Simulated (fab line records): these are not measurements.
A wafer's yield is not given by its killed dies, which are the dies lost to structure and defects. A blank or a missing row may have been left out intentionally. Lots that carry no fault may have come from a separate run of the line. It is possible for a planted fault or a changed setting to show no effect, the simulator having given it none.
Chamber matching | flow nand-harc | 3 sister chambers for NHARC_P_M2_DEP_33 on pecvd-04
The step deposits SiCN, target thk 30 nm. 5 wafers are shown with their chamber, then 7 later ones without.

## WAFERS PAIRED WITH THEIR CHAMBERS
wafer  | chamber | heater-power-w (W) | susceptor-temp-C (C)
L081.1 | 0       | 781                | 370.00
L081.3 | 1       | 559                | 370.09
L081.4 | 2       | 628                | 370.17
L083.2 | 2       | 644                | 369.81
L083.4 | 1       | 557                | 370.26

## WAFERS MISSING THEIR CHAMBER
wafer  | heater-power-w (W) | susceptor-temp-C (C)
L083.5 | 669                | 369.98
L086.1 | 517                | 370.13
L086.2 | 776                | 370.21
L086.4 | 675                | 370.07
L094.1 | 544                | 370.49
L094.3 | 623                | 370.16
L094.4 | 620                | 370.00

## WHICH CHAMBER EACH ONE RAN IN
wafer  | from the rows above | in truth
L083.5 | 2                   | 2
L086.1 | 1                   | 1
L086.2 | 0                   | 0
L086.4 | 2                   | 2
L094.1 | 1                   | 1
L094.3 | 2                   | 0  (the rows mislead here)
L094.4 | 2                   | 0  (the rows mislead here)
Correctly placed: 5 of 7. From these rows, 0 cannot be placed. 2 placed wrongly.
How it was worked out, from the rows above alone: a wafer's distance from a chamber is the root of the sum, over the readings, of the square of ((its reading less the chamber's mean) divided by the reading's scatter). If the next closest chamber is less than 2 further off than the closest, the wafer can't be placed; otherwise it belongs to the closest. For every chamber, the mean is computed from those of its wafers that are shown. How the scatter is found: for the shown wafers, subtract from each reading the mean of its chamber, square and add these, divide the total by (wafers less chambers), then take the root.
